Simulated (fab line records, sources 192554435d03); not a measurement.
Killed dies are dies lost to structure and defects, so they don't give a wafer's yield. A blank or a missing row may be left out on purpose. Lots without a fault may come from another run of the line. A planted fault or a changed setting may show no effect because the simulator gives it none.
Chamber matching | flow n5_finfet | N5_BEOL_M1_VIA_ETCH_34 on rie_diel-01: 4 sister chambers
The step etches the open film in C4F6/O2, target depth 67.8 nm, time 64.4 s. 4 wafers are shown with their chamber, then 11 later ones without.

WAFERS WITH THEIR CHAMBER
wafer  | chamber | drypump_motor_current_A (A)
L093.2 | 0       | 5.9
L093.3 | 2       | 5.5
L093.4 | 3       | 6.4
L094.2 | 1       | 5.2

WAFERS WITHOUT THEIR CHAMBER
wafer  | drypump_motor_current_A (A)
L094.4 | 6.3
L094.5 | 5.5
L095.2 | 5.2
L095.5 | 5.9
L095.6 | 5.2
L096.2 | 5.9
L096.3 | 6.4
L096.5 | 6.4
L097.2 | 6.4
L097.3 | 5.9
L097.5 | 5.2

WHICH CHAMBER EACH WENT THROUGH
wafer  | from the rows above | in truth
L094.4 | 3                   | 3
L094.5 | 2                   | 2
L095.2 | 1                   | 1
L095.5 | 0                   | 0
L095.6 | 1                   | 1
L096.2 | 0                   | 0
L096.3 | 3                   | 3
L096.5 | 3                   | 3
L097.2 | 3                   | 3
L097.3 | 0                   | 0
L097.5 | 1                   | 1
Placed correctly: 11 of 11. Can't be placed from these rows: 0. Placed wrongly: 0.
How it was worked out, from the rows above alone: a wafer's distance from a chamber is the root of the sum, over the readings, of the square of ((its reading less the chamber's mean) divided by the reading's scatter). The wafer belongs to the nearest chamber; if the next one is less than 2 further off, it can't be placed. A chamber's mean is the mean of its shown wafers. The scatter: with one shown wafer a chamber, the root of the mean of the squares of how far each hidden wafer lies from its nearest shown one.
